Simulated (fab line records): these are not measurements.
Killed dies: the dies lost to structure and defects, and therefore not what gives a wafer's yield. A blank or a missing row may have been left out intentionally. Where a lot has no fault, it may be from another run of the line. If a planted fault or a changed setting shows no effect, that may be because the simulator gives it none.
fab line records	flow n5-finfet
[record] lots = 5	wafers = 15	last-day = 17
route steps=1938 shown FIN_SAQP@119 BEOL_M4@1111 PASSIVATION@1936
lots with no fault: from the same line, run without faults
start-h: hours from the record's first day to the start of the lot's first wafer shown	wait-h: hours elapsed since this lot's preceding step	" the same as in the row above	L1.1+2: a single row standing in for several wafers	- value missing, or start not given	* or withheld: withheld	< > ~ a bound
route shown NAME@n: names a module that has steps shown in the file, with the first one's number in the route	usual: the fault-free wafers' mean and standard deviation	same: alike in all rows	chamber/n: place in a boat	sites: per-site readings	_std_site: how widely they spread, as a standard deviation	_edge_site: mean of outer sites minus mean of inner sites	radius-mm: for every site, how far away it sits from the centre of the wafer	mask NAME#n: copy n	behind: the tool/chamber that last shaped the wafer	hold: the reason the lot was held/the length of the hold in hours/how it ended	device: transistor that didn't switch, given as n, p or np	end of line: tests run on the same wafers once the route is complete	a step with no rows: only its recipe	killed: not the wafer's yield, but the dies lost to structure and defects at the first sort	map: a wafer's dies, marking killed ones x, the rest . and places with no die _
set.NAME: setting as actually run; set.NAME@STEP: the setting as run at that earlier step	model.NAME: the simulator's own value behind a step, which no gauge read
a table for each step, a row for each wafer; lots at some steps of the route
services: when a tool's chamber went out of use (start-h, in hours from the record's first day, below 0 if earlier), for how many hours, and the reason
[[steps]]
[step N5_FIN_SAQP_STRIP_74]
[recipe] chemistry = CHF3/O2	resist = SiARC	rf-frequency-hz = 6e+07
[step N5_FIN_SAQP_MANDREL_ETCH_22]
[recipe] target-depth-a = 600	chemistry = HBr/Cl2	target = a-Si	stop-on = SiNx	bt-time-s = 10	over-etch-frac = 0.5	time-s = 30	pressure-mtorr = 10	icp-w = 800	bias-w = 75	HBr_flow_sccm = 150	Cl2_flow_sccm = 80	ends = end-point
[step N5_FIN_SAQP_STRIP_55]
[recipe] chemistry = N2/H2	power-w = 500	temp-c = 40	pressure-mtorr = 50	rf-frequency-hz = 6e+07	overash-fraction = 0.3	bias-power-w = 28	h2-frac = 0.5	n2-flow-sccm = 300	h2-flow-sccm = 300
[step N5_FIN_SAQP_STRIP_23]
[recipe] chemistry = SPM	time-s = 750	temp-c = 130	h2so4-h2o2-vol-ratio = 4
[step N5_FIN_SAQP_SRD_66]
[recipe] dry = ipa-marangoni	time-s = 30	temp-c = 23	rinse-liquid = diw
[step N5_FIN_SAQP_RECESS_75]
[recipe] chemistry = HF/NH3	target = SiO2	target-depth-a = 144	afs-cycles = 3	temp-c = 30	sublimation-temp-c = 180	sublimation-time-s = 60
[step N5_FIN_SAQP_SPACER1_ALD_24]
[recipe] material = SiO2	target-thk-a = 203	temp-c = 300	ald-precursor-family = BDEAS	ald-co-reactant = O2-plasma	pulse-time-s = 1	purge-time-s = 2	co-reactant-purge-time-s = 2	ald-cycles = 218	pressure-torr = 2
[step N5_FIN_SAQP_SPACER1_ETCHBACK_25]
[recipe] chemistry = CHF3/O2	mode = anisotropic-etchback	target = SiO2	target-depth-a = 244	time-s = 12.2	pressure-mtorr = 30	source-w = 650	bias-w = 170	Ar_flow_sccm = 200	CHF3_flow_sccm = 50	O2_flow_sccm = 5	ion-energy-ev = 200
[step N5_FIN_SAQP_MANDREL1_REMOVE_56]
[recipe] chemistry = HBr/Cl2/O2	bt-time-s = 10	target = a-Si	stop-on = SiNx	endpoint = OES-SiCl	over-etch-frac = 1	icp-w = 600	bias-w = 22	HBr_flow_sccm = 150	Cl2_flow_sccm = 80	O2_flow_sccm = 5	pressure-mtorr = 10
[step N5_FIN_SAQP_ETCH_57]
[recipe] chemistry = CH3F/O2	target = SiNx	mask-material = SiO2	target-depth-a = 325	time-s = 46.4	pressure-mtorr = 30	source-w = 395	bias-w = 73	Ar_flow_sccm = 150	CH3F_flow_sccm = 30	O2_flow_sccm = 20	ion-energy-ev = 120	ends = cleared
[step N5_FIN_SAQP_ETCH_65]
[recipe] chemistry = CF4	target = SiO2	target-depth-a = 40	ion-energy-ev = 350	time-s = 4.4	pressure-mtorr = 10	icp-w = 800	bias-w = 400	cf4-flow-sccm = 80
[step N5_FIN_SAQP_MANDREL_ETCH_58]
[recipe] chemistry = HBr/Cl2	target = a-Si	target-depth-a = 450	bt-time-s = 10	stop-on = SiNx	mask-material = SiO2	over-etch-frac = 0.8	time-s = 27	pressure-mtorr = 10	icp-w = 800	bias-w = 75	HBr_flow_sccm = 150	Cl2_flow_sccm = 80	ends = end-point
[usual] HBr_flow_sccm = 150.0/0.33	bias-w = 75.00/0.22	drypump-motor-current-A = 5.8/0.49	he-backside-leak-sccm = 2.77/0.28	mfc-cl2-sccm = 79.99/0.24	oes-product-au = 0.694/0.014	throttle-valve-pct = 35.6/0.38
lot.wafer	tool	chamber	start-h	wait-h	HBr_flow_sccm	bias-w	drypump-motor-current-A	he-backside-leak-sccm	mfc-cl2-sccm	oes-product-au	rf-hours-counter-h	throttle-valve-pct
L421.2	rie-si-03	2	61.34	0.0	-	-	-	-	-	-	-	-
L421.3	"	0	"	"	-	-	-	-	-	-	-	-
L421.6	"	2	"	"	-	-	-	-	-	-	-	-
L422.2	rie-si-03	3	66.61	0.0	-	-	-	-	-	-	-	-
L422.3	"	2	"	"	-	-	-	-	-	-	-	-
L422.6	"	3	"	"	-	-	-	-	-	-	-	-
L423.3	rie-si-05	2	72.58	0.0	-	-	-	-	-	-	-	-
L423.4	"	1	"	"	-	-	-	-	-	-	-	-
L423.6	"	3	"	"	-	-	-	-	-	-	-	-
L430.1	rie-si-03	2	114.46	0.0	151.0	75.24	5.3	2.62	80.16	0.675	68	36.4
L430.2	"	1	"	"	149.8	75.02	6.1	2.83	80.06	0.679	108	35.7
L430.4	"	0	"	"	150.1	75.31	5.2	3.05	79.90	0.693	189	35.3
L438.1	rie-si-05	1	161.86	0.0	149.7	74.90	6.0	3.01	80.16	0.722	103	35.2
L438.2	"	3	"	"	149.8	74.89	6.3	2.67	79.95	0.676	129	35.0
L438.4	"	2	"	"	149.7	74.93	6.2	2.79	79.95	0.714	101	35.5
[step N5_FIN_SAQP_RECESS_63]
[recipe] chemistry = HF/NH3	target = SiO2	target-depth-a = 180	afs-cycles = 3	temp-c = 30	sublimation-temp-c = 180	sublimation-time-s = 60
[step N5_FIN_SAQP_COAT_68]
[recipe] resist = SOC	temp-c = 250	time-s = 60	spin-rpm = 1500	resist-thk-nm = 100
[step N5_FIN_SAQP_ETCH_69]
[recipe] chemistry = N2/H2	target = SOC	target-depth-a = 1500	stop-on = SiNx	ion-energy-ev = 100	bias-w = 61	pressure-mtorr = 30	source-w = 850	n2-flow-sccm = 200	h2-flow-sccm = 200
[usual] bias-w = 61.00/0.18	chamber-pressure-mTorr = 29.998/0.025	drypump-motor-current-A = 6.0/0.35	oes-product-au = 0.77/0.074	rf-vpp-V = 240.5/1.2	showerhead-plenum-p-Torr = 2.53/0.076	throttle-valve-pct = 17.78/0.22
lot.wafer	tool	chamber	start-h	wait-h	bias-w	chamber-pressure-mTorr	drypump-motor-current-A	oes-product-au	rf-hours-counter-h	rf-vpp-V	showerhead-plenum-p-Torr	throttle-valve-pct
L421.2	rie-diel-03	0	61.94	-	60.93	29.961	6.0	0.30	83	238.7	2.46	17.57
L421.3	"	1	"	"	61.01	30.002	6.6	0.28	182	240.8	2.52	17.89
L421.6	"	3	"	"	60.59	30.020	5.9	0.28	-	239.6	2.43	17.88
L422.2	rie-diel-04	2	67.13	-	61.25	30.019	6.1	0.29	182	239.4	2.53	17.89
L422.3	"	1	"	"	61.39	29.991	6.3	0.33	44	240.8	2.48	17.25
L422.6	"	1	"	"	61.32	30.017	6.3	0.32	-	239.6	2.48	17.25
L423.3	rie-diel-04	3	73.13	-	60.93	30.011	5.1	0.26	250	241.9	2.62	18.21
L423.4	"	0	"	"	61.04	30.015	5.8	0.26	224	238.4	2.40	17.75
L423.6	"	2	"	"	61.07	30.003	6.1	0.28	-	240.0	2.53	17.89
L430.1	rie-diel-04	1	115.04	-	61.27	30.043	6.3	0.84	62	239.3	2.47	17.33
L430.2	"	3	"	"	61.09	29.966	5.1	0.94	6	240.3	2.62	17.97
L430.4	"	2	"	"	61.15	30.030	6.1	0.73	200	240.6	2.53	17.97
L438.1	rie-diel-02	0	162.39	-	61.10	29.962	6.3	0.85	72	239.8	2.46	17.72
L438.2	"	2	"	"	60.92	30.028	5.9	0.73	162	240.5	2.64	17.83
L438.4	"	3	"	"	60.85	29.981	5.5	0.94	3	241.8	2.61	17.78
[step N5_FIN_SAQP_ETCH_67]
[recipe] chemistry = CH3F/O2	target = SiNx	target-depth-a = 300	mask-material = SOC	pressure-mtorr = 30	source-w = 395	bias-w = 73	Ar_flow_sccm = 150	CH3F_flow_sccm = 30	O2_flow_sccm = 20	ion-energy-ev = 120
[usual] CH3F_flow_sccm = 29.99/0.096	O2_flow_sccm = 20.00/0.062	drypump-motor-current-A = 6.0/0.35	oes-product-au = 0.77/0.077	rf-vpp-V = 298/5.1	showerhead-plenum-p-Torr = 1.99/0.058	throttle-valve-pct = 16.32/0.21
lot.wafer	tool	chamber	start-h	wait-h	CH3F_flow_sccm	O2_flow_sccm	drypump-motor-current-A	oes-product-au	rf-hours-counter-h	rf-vpp-V	showerhead-plenum-p-Torr	throttle-valve-pct
L421.2	rie-diel-03	0	62.00	0.0	30.02	20.03	6.0	0.30	83	302	1.93	16.13
L421.3	"	1	"	"	30.09	20.04	6.6	0.28	182	291	1.98	16.44
L421.6	"	3	"	"	29.97	20.09	5.9	0.29	-	303	1.92	16.48
L422.2	rie-diel-04	2	67.19	0.0	29.87	20.02	6.1	0.28	182	304	1.98	16.32
L422.3	"	1	"	"	30.06	19.99	6.3	0.33	44	292	1.95	15.88
L422.6	"	1	"	"	30.12	19.99	6.3	0.33	-	292	1.95	15.89
L423.3	rie-diel-04	3	73.19	0.0	30.06	20.08	5.1	0.26	250	306	2.04	16.63
L423.4	"	0	"	"	29.91	20.04	5.8	0.27	224	294	1.90	16.30
L423.6	"	2	"	"	30.12	20.07	6.1	0.28	-	303	1.98	16.35
L430.1	rie-diel-04	1	115.10	0.0	30.03	19.96	6.3	0.85	62	293	1.95	15.97
L430.2	"	3	"	"	29.90	20.08	5.1	0.96	6	306	2.04	16.27
L430.4	"	2	"	"	30.07	19.90	6.1	0.73	200	305	1.97	16.40
L438.1	rie-diel-02	0	162.45	0.0	30.10	20.04	6.4	0.85	72	295	1.94	16.25
L438.2	"	2	"	"	29.83	19.94	5.9	0.73	162	297	2.07	16.29
L438.4	"	3	"	"	29.99	19.96	5.5	0.95	3	306	2.06	16.39
[step N5_BEOL_M4_RC_MEAS_101]
[usual] DIBL_N = 37.2/1.9	DIBL_P = 37.3/2.2	IOFF_N = 0.18/0.038	IOFF_P = 0.22/0.039	ION_N = 678/11	ION_P = 462/6.9	SS_N = 71.8/0.68	SS_P = 73.5/0.65	VT_N = 249/3.4	VT_P = -250/3.2
lot.wafer	tool	chamber	start-h	wait-h	DIBL_N[mV/V]	DIBL_P[mV/V]	IOFF_N[nA/um]	IOFF_P[nA/um]	ION_N[uA/um]	ION_P[uA/um]	SS_N[mV/dec]	SS_P[mV/dec]	VT_N[mV]	VT_P[mV]
L430.1	prober-01	0	259.16	0.0	38.2	38.3	0.18	0.24	693	474	71.9	74.2	248	-249
L430.2	"	0	"	"	34.9	34.0	0.13	0.18	656	452	71.1	72.9	253	-253
L430.4	"	0	"	"	38.1	37.4	0.17	0.23	677	463	71.7	74.4	250	-250
L438.1	prober-02	0	310.12	0.0	33.7	34.0	0.12	0.16	668	455	70.9	72.6	254	-253
L438.2	"	0	"	"	34.2	33.8	0.12	0.16	669	454	70.7	73.1	254	-255
L438.4	"	0	"	"	38.9	40.4	0.23	0.25	689	466	72.7	74.6	246	-251
[step N5_PASSIVATION_PROBE_49]
[usual] defect-limited-yield = 91.2/1.6	killed_at_M0_to_M3 = 31/10	killed_at_M4_up = 14/4.4	killed-at-contacts = 13/6	killed-at-front-end = 43/13	killed-at-other = 3.5/2.6	killed-dies = 104/18	killed-on-rim = 14/4.6	killed-open = 68/14	killed-short = 34/8.1	sort_bin_5_function = 5.1/1.1	sort_bin_6_memory = 3.3/0.68	sort-n-pass = 1076/18	sort-yield-pct = 91.2/1.6
[same] gross-dies = 1180	killed-at-back-side = 0	sort_bin_4_leakage[%] = 0	sort_bin_8_speed[%] = 0
lot.wafer	tool	chamber	start-h	wait-h	defect-limited-yield[%]	killed_at_M0_to_M3	killed_at_M4_up	killed-at-contacts	killed-at-front-end	killed-at-other	killed-dies	killed-on-rim	killed-open	killed-short	sort_bin_5_function[%]	sort_bin_6_memory[%]	sort-n-pass	sort-yield-pct[%]
L423.3	prober-02	-	317.54	0.1	0	42	17	16	1103	2	1180	152	73	35	96.1	3.6	0	0
L423.4	prober-02	-	317.59	0.2	0	16	14	11	1133	6	1180	152	56	35	96.4	3.4	0	0
L423.6	prober-02	-	317.69	0.3	0	32	8	20	1119	1	1180	152	70	43	95.7	3.9	0	0
L421.2	prober-01	-	321.17	0.1	0	36	8	2	1133	1	1180	152	51	25	97.8	2.1	0	0
L421.3	prober-01	-	321.22	0.1	0	33	12	9	1124	2	1180	152	67	31	96.8	3.0	0	0
L421.6	prober-01	-	321.37	0.3	0	49	8	7	1115	1	1180	152	60	39	97.1	2.6	0	0
L422.2	prober-02	-	327.68	0.1	0	40	21	11	1103	5	1180	152	93	35	94.3	5.5	0	0
L422.3	prober-02	-	327.73	0.1	0	42	9	15	1111	3	1180	152	81	37	95.9	3.7	0	0
L422.6	prober-02	-	327.88	0.3	0	37	18	6	1109	10	1180	152	67	33	96.1	3.5	0	0
L430.1	prober-02	-	354.37	0.0	91.4	30	12	13	42	5	102	13	78	23	5.3	3.1	1078	91.4
L430.2	prober-02	-	354.42	0.1	89.7	41	18	29	31	3	122	17	86	33	6.6	3.3	1058	89.7
L430.4	prober-02	-	354.52	0.2	91.4	22	15	24	38	2	101	11	68	33	5.9	2.5	1079	91.4
// killed by level:class
L423.3 FIN_SAQP:area-etch=1069 MOL_CONTACT_COAG:geometric-particle:open=16 BEOL_M2:geometric-particle:open=11 FIN_SAQP:geometric-particle:short=10 FIN_SAQP:geometric-particle:open=9 STI_FIN_REVEAL:geometric-particle:open=6 BEOL_M0_SAQP:geometric-particle:open=6 BEOL_M0:geometric-particle:open=5
L423.4 FIN_SAQP:area-etch=1089 MOL_CONTACT_COAG:geometric-particle:open=10 BEOL_M4:geometric-particle:open=10 FIN_SAQP:geometric-particle:open=8 FIN_SAQP:geometric-particle:short=8 STI_FIN_REVEAL:geometric-particle:open=6 STI_FIN_REVEAL:geometric-particle:short=4 STARTING-WAFER:geometric-particle:short=4
L423.6 FIN_SAQP:area-etch=1066 MOL_CONTACT_COAG:geometric-particle:open=16 FIN_SAQP:geometric-particle:short=12 FIN_SAQP:geometric-particle:open=7 BEOL_M2:geometric-particle:open=7 DUMMY_GATE:geometric-particle:open=7 BEOL_M0_SAQP:geometric-particle:open=6 GATE_CUT:geometric-particle:short=5
L421.2 FIN_SAQP:area-etch=1104 BEOL_M0_SAQP:geometric-particle:open=9 BEOL_M2:geometric-particle:open=9 FIN_SAQP:geometric-particle:short=6 BEOL_M0_SAQP:geometric-particle:short=6 BEOL_M3:geometric-particle:open=5 DUMMY_GATE:geometric-particle:open=4 SPACER0:geometric-particle:short=4
L421.3 FIN_SAQP:area-etch=1080 STI_FIN_REVEAL:geometric-particle:open=9 MOL_CONTACT_COAG:geometric-particle:open=9 BEOL_M3:geometric-particle:open=9 FIN_SAQP:geometric-particle:short=7 BEOL_M0_SAQP:geometric-particle:open=7 BEOL_M0_SAQP:geometric-particle:short=6 SPACER0:geometric-particle:short=5
L421.6 FIN_SAQP:area-etch=1081 BEOL_M0_SAQP:geometric-particle:short=12 BEOL_M0_SAQP:geometric-particle:open=11 BEOL_M2:geometric-particle:open=10 FIN_SAQP:geometric-particle:open=5 BEOL_M0:geometric-particle:open=5 STI_FIN_REVEAL:geometric-particle:open=4 DUMMY_GATE:geometric-particle:open=4
L422.2 FIN_SAQP:area-etch=1052 BEOL_M4:geometric-particle:open=15 FIN_SAQP:geometric-particle:short=12 MOL_CONTACT_COAG:geometric-particle:open=11 BEOL_M2:geometric-particle:open=9 FIN_SAQP:geometric-particle:open=8 BEOL_M0_SAQP:geometric-particle:open=8 ILD0:geometric-particle:open=7
L422.3 FIN_SAQP:area-etch=1061 FIN_SAQP:geometric-particle:short=15 MOL_CONTACT_COAG:geometric-particle:open=13 STI_FIN_REVEAL:geometric-particle:open=12 BEOL_M0:geometric-particle:open=8 BEOL_M0_SAQP:geometric-particle:short=7 BEOL_M4:geometric-particle:open=7 FIN_SAQP:geometric-particle:open=6
L422.6 FIN_SAQP:area-etch=1080 BEOL_M0_SAQP:geometric-particle:open=12 FIN_SAQP:geometric-particle:open=11 BEOL_M4:geometric-particle:open=11 BEOL_M1:geometric-particle:open=9 FIN_SAQP:geometric-particle:short=7 BEOL_M0_SAQP:geometric-particle:short=7 MOL_CONTACT_COAG:geometric-particle:open=5
L430.1 MOL_CONTACT_COAG:geometric-particle:open=12 DUMMY_GATE:geometric-particle:open=11 BEOL_M2:geometric-particle:open=11 GATE_CUT:geometric-particle:open=8 BEOL_M0_SAQP:geometric-particle:open=6 BEOL_M0_SAQP:geometric-particle:short=6 BEOL_M4:geometric-particle:open=6 GATE_CUT:geometric-particle:short=5
L430.2 MOL_CONTACT_COAG:geometric-particle:open=24 BEOL_M2:geometric-particle:open=16 BEOL_M0_SAQP:geometric-particle:open=10 DUMMY_GATE:geometric-particle:open=6 BEOL_M0_SAQP:geometric-particle:short=6 BEOL_M4:geometric-particle:open=6 STARTING-WAFER:geometric-particle:short=6 STI_FIN_REVEAL:geometric-particle:open=5
L430.4 MOL_CONTACT_COAG:geometric-particle:open=20 STI_FIN_REVEAL:geometric-particle:open=9 DUMMY_GATE:geometric-particle:open=7 FIN_SAQP:geometric-particle:short=6 BEOL_M0_SAQP:geometric-particle:open=6 BEOL_M4:geometric-particle:open=6 MOL_CONTACT_COAG:geometric-particle:short=4 BEOL_M1:geometric-particle:short=4
// map L421.2 (x killed, . not)
_________________xxxxxxxxxxxx________________
______________xxxxxxxxxxxxxxxxxx_____________
___________xxxxxxxxxxxxxxxxxxxxxxxx__________
__________xxxxxxxxxxxxxxxxxxxxxxxxxx_________
________xxxxxxxxxxxxxxxxxxxxxxxxxxxxxx_______
_______xxxxxxxxxxxxxxxxxxxxxxxxxxxxxxxx______
______xxxxxxxxxxxxxxxxxxxxxxxxxxxxxxxxxx_____
_____xxxxxxxxxxxxxxxxxxxxxxxxxxxxxxxxxxxx____
____xxxxxxxxxxxxxxxxxxxxxxxxxxxxxxxxxxxxxx___
___xxxxxxxxxxxxxxxxxxxxxxxxxxxxxxxxxxxxxxxx__
___xxxxxxxxxxxxxxxxxxxxxxxxxxxxxxxxxxxxxxxx__
__xxxxxxxxxxxxxxxxxxxxxxxxxxxxxxxxxxxxxxxxxx_
__xxxxxxxxxxxxxxxxxxxxxxxxxxxxxxxxxxxxxxxxxx_
_xxxxxxxxxxxxxxxxxxxxxxxxxxxxxxxxxxxxxxxxxxxx
_xxxxxxxxxxxxxxxxxxxxxxxxxxxxxxxxxxxxxxxxxxxx
_xxxxxxxxxxxxxxxxxxxxxxxxxxxxxxxxxxxxxxxxxxxx
_xxxxxxxxxxxxxxxxxxxxxxxxxxxxxxxxxxxxxxxxxxxx
_xxxxxxxxxxxxxxxxxxxxxxxxxxxxxxxxxxxxxxxxxxxx
_xxxxxxxxxxxxxxxxxxxxxxxxxxxxxxxxxxxxxxxxxxxx
_xxxxxxxxxxxxxxxxxxxxxxxxxxxxxxxxxxxxxxxxxxxx
_xxxxxxxxxxxxxxxxxxxxxxxxxxxxxxxxxxxxxxxxxxxx
__xxxxxxxxxxxxxxxxxxxxxxxxxxxxxxxxxxxxxxxxxx_
__xxxxxxxxxxxxxxxxxxxxxxxxxxxxxxxxxxxxxxxxxx_
___xxxxxxxxxxxxxxxxxxxxxxxxxxxxxxxxxxxxxxxx__
___xxxxxxxxxxxxxxxxxxxxxxxxxxxxxxxxxxxxxxxx__
____xxxxxxxxxxxxxxxxxxxxxxxxxxxxxxxxxxxxxx___
_____xxxxxxxxxxxxxxxxxxxxxxxxxxxxxxxxxxxx____
______xxxxxxxxxxxxxxxxxxxxxxxxxxxxxxxxxx_____
_______xxxxxxxxxxxxxxxxxxxxxxxxxxxxxxxx______
________xxxxxxxxxxxxxxxxxxxxxxxxxxxxxx_______
__________xxxxxxxxxxxxxxxxxxxxxxxxxx_________
___________xxxxxxxxxxxxxxxxxxxxxxxx__________
______________xxxxxxxxxxxxxxxxxx_____________
_________________xxxxxxxxxxxx________________
// map L422.2 (x killed, . not)
_________________xxxxxxxxxxxx________________
______________xxxxxxxxxxxxxxxxxx_____________
___________xxxxxxxxxxxxxxxxxxxxxxxx__________
__________xxxxxxxxxxxxxxxxxxxxxxxxxx_________
________xxxxxxxxxxxxxxxxxxxxxxxxxxxxxx_______
_______xxxxxxxxxxxxxxxxxxxxxxxxxxxxxxxx______
______xxxxxxxxxxxxxxxxxxxxxxxxxxxxxxxxxx_____
_____xxxxxxxxxxxxxxxxxxxxxxxxxxxxxxxxxxxx____
____xxxxxxxxxxxxxxxxxxxxxxxxxxxxxxxxxxxxxx___
___xxxxxxxxxxxxxxxxxxxxxxxxxxxxxxxxxxxxxxxx__
___xxxxxxxxxxxxxxxxxxxxxxxxxxxxxxxxxxxxxxxx__
__xxxxxxxxxxxxxxxxxxxxxxxxxxxxxxxxxxxxxxxxxx_
__xxxxxxxxxxxxxxxxxxxxxxxxxxxxxxxxxxxxxxxxxx_
_xxxxxxxxxxxxxxxxxxxxxxxxxxxxxxxxxxxxxxxxxxxx
_xxxxxxxxxxxxxxxxxxxxxxxxxxxxxxxxxxxxxxxxxxxx
_xxxxxxxxxxxxxxxxxxxxxxxxxxxxxxxxxxxxxxxxxxxx
_xxxxxxxxxxxxxxxxxxxxxxxxxxxxxxxxxxxxxxxxxxxx
_xxxxxxxxxxxxxxxxxxxxxxxxxxxxxxxxxxxxxxxxxxxx
_xxxxxxxxxxxxxxxxxxxxxxxxxxxxxxxxxxxxxxxxxxxx
_xxxxxxxxxxxxxxxxxxxxxxxxxxxxxxxxxxxxxxxxxxxx
_xxxxxxxxxxxxxxxxxxxxxxxxxxxxxxxxxxxxxxxxxxxx
__xxxxxxxxxxxxxxxxxxxxxxxxxxxxxxxxxxxxxxxxxx_
__xxxxxxxxxxxxxxxxxxxxxxxxxxxxxxxxxxxxxxxxxx_
___xxxxxxxxxxxxxxxxxxxxxxxxxxxxxxxxxxxxxxxx__
___xxxxxxxxxxxxxxxxxxxxxxxxxxxxxxxxxxxxxxxx__
____xxxxxxxxxxxxxxxxxxxxxxxxxxxxxxxxxxxxxx___
_____xxxxxxxxxxxxxxxxxxxxxxxxxxxxxxxxxxxx____
______xxxxxxxxxxxxxxxxxxxxxxxxxxxxxxxxxx_____
_______xxxxxxxxxxxxxxxxxxxxxxxxxxxxxxxx______
________xxxxxxxxxxxxxxxxxxxxxxxxxxxxxx_______
__________xxxxxxxxxxxxxxxxxxxxxxxxxx_________
___________xxxxxxxxxxxxxxxxxxxxxxxx__________
______________xxxxxxxxxxxxxxxxxx_____________
_________________xxxxxxxxxxxx________________
[[services]]
tool	chamber	start-h	hours	kind
rie-diel-03	0	38.77	15.3	repair
rie-diel-04	3	73.27	-	clean
rie-diel-04	3	73.27	-	consumable-replace:focus-ring
rie-diel-04	3	73.27	14.5	scheduled-down
rie-diel-04	3	73.27	14.5	vent-cycle
rie-diel-04	3	99.28	11.7	repair
rie-si-03	-	119.49	0.2	repair
rie-diel-02	3	130.61	-	clean
rie-diel-02	3	130.61	-	consumable-replace:focus-ring
rie-diel-02	3	130.61	21.8	scheduled-down
rie-diel-02	3	130.61	21.8	vent-cycle
rie-diel-04	0	144.21	-	clean
rie-diel-04	0	144.21	-	consumable-replace:focus-ring
rie-diel-04	0	144.21	-	consumable-replace:showerhead
rie-diel-04	0	144.21	16.1	scheduled-down
rie-diel-04	0	144.21	16.1	vent-cycle
[[key]]
[first-sign] step = N5_FIN_SAQP_MANDREL_ETCH_58	reading = tool-record	direction = missing
[effect] step = N5_FIN_SAQP_ETCH_69	reading = oes-product-au	direction = down	sigmas = 6.4	usual = 0.77	struck = 0.29
[effect] step = N5_FIN_SAQP_ETCH_67	reading = oes-product-au	direction = down	sigmas = 6.3	usual = 0.77	struck = 0.29
[effect] step = N5_PASSIVATION_PROBE_49	reading = sort_bin_5_function	direction = up	sigmas = 85	usual = 5.1	struck = 96.3
[more-kills-born-at] N5_FIN_SAQP_MANDREL_ETCH_58@rie-si-03 = 6455	N5_FIN_SAQP_MANDREL_ETCH_58@rie-si-05 = 3224
met-at N5_FIN_SAQP_MANDREL_ETCH_58
struck-wafers L421.2,L421.3,L421.6,L422.2,L422.3,L422.6,L423.3,L423.4,L423.6
later-rows-left-out L421.2,L421.3,L421.6,L422.2,L422.3,L422.6,L423.3,L423.4,L423.6
[fault] kind = skipped-step-whole	tool = rie-si-03,rie-si-05	chamber = -	onset-h = 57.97	steps = N5_FIN_SAQP_MANDREL_ETCH_58	scope = struck-lots-only
// later-rows-left-out: the simulator's readings of these wafers behind a module that went badly wrong aren't trusted and aren't shown, but for the sort
